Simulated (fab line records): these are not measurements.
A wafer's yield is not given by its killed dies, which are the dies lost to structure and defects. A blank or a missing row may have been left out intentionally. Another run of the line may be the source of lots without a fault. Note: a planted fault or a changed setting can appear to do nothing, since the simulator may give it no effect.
Problem report, 8D (eight disciplines) form, completed by code | flow n5Finfet | the parts of the form that need people (team, actions taken, sign-off) are left out

## 1. THE PROBLEM
Mean of spinSpeedRpm at N5_FIN_SAQP_COAT_50: 1457.5 rpm across 6 wafers in 2 lots; on wafers with no fault it is 1499.9 rpm (standard deviation 1.1). That puts it -39 standard deviations away from the usual mean.
The step: time 60 s, resist thk 35 nm.
Earliest sighting: wafer L195.1 on lithoTrack-02 at day 5 15:25. The record holds 36 wafers of 12 lots with a number at this step. Rule for "out" (also "out of limits"): further than 4 standard deviations from the usual mean. The other wafers with a number count as sound.

## 2. WHAT IT IS, WHAT IT ISN'T
question                    | is                     | is not
which readings at this step | spinSpeedRpm           | heaterPowerTotalW
which lots                  | L195, L196             | L182, L183, L185, L186, L188, L198, L200, L201, L202, L203
which wafers of those lots  | all that have a number | -
read on which tools         | lithoTrack-02          | lithoTrack-03, lithoTrack-05
when                        | from day 5 15:25       | up to then (15 sound wafers); but 15 sound wafers of L198, L200, L201, L202, L203 came after

## 3. WHAT RULES OUT EACH SUSPECT
Counting: a tool at any process step up to the reading remains a suspect when it ran all the lots that are out and ran no sound lot after the first of those.
- rieDiel-05 at N5_PMOS_HMC_CHANNEL_EPI_HM_OPEN_15 (chemistry CHF3/O2, target SiO2, target depth 40.6 nm, time 20.3 s): ruled out as a lasting fault. After its first lot that is out, L195 (day 5 11:29), sound lots L200, L202, L203 ran on it.
- epiRpcvd-01 at N5_PMOS_HMC_CHANNEL_EPI_EPI_26 (deposits Si from SiH4/H2, target thk 3.8 nm, time 22.7 s): ruled out as a lasting fault. After its first lot that is out, L195 (day 5 13:47), sound lots L198, L201 ran on it.
- lithoTrack-02 at N5_FIN_SAQP_COAT_50 (time 60 s, resist thk 35 nm): kept. It ran every lot that is out, first L195 (day 5 15:25), and no sound lot after that; its last sound lot up to then is L188 (day 3 20:38). Its own readings are out on those wafers: spinSpeedRpm.
Left after counting: lithoTrack-02 at N5_FIN_SAQP_COAT_50.

## 4. THE CAUSE (what the simulator had put in)
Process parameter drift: lithoTrack-02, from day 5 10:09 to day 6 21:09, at N5_FIN_SAQP_COAT_50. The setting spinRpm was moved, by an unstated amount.
The count eliminated every tool but this one.

## 5. SEQUENCE OF EFFECTS, ordered by route
One row per reading whose mean, taken over the struck wafers that have a number, lies over 3 standard deviations from the usual. Only readings whose record carries a usual standard deviation are examined. hours: median over the lots of the time between each lot's start at the first step of this table that gives one and its start at this step. sigmas: the change, counted in usual standard deviations.
hours | step                | reading      | usual      | on struck wafers | change | sigmas
0     | N5_FIN_SAQP_COAT_50 | spinSpeedRpm | 1499.9 rpm | 1457.5           | -42.5  | -39
Here are the process steps it includes:
- N5_FIN_SAQP_COAT_50: time 60 s, resist thk 35 nm.
Later measuring or inspecting steps at which every struck wafer that the step has a row for has a number for every such reading, and none has moved that far: N5_FIN_SAQP_CD_MEAS_16.

## 6. WHAT WOULD HAVE CAUGHT IT SOONER
In this record no reading fell out of limits until day 5 15:25, 5 hours after the fault had begun at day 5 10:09.
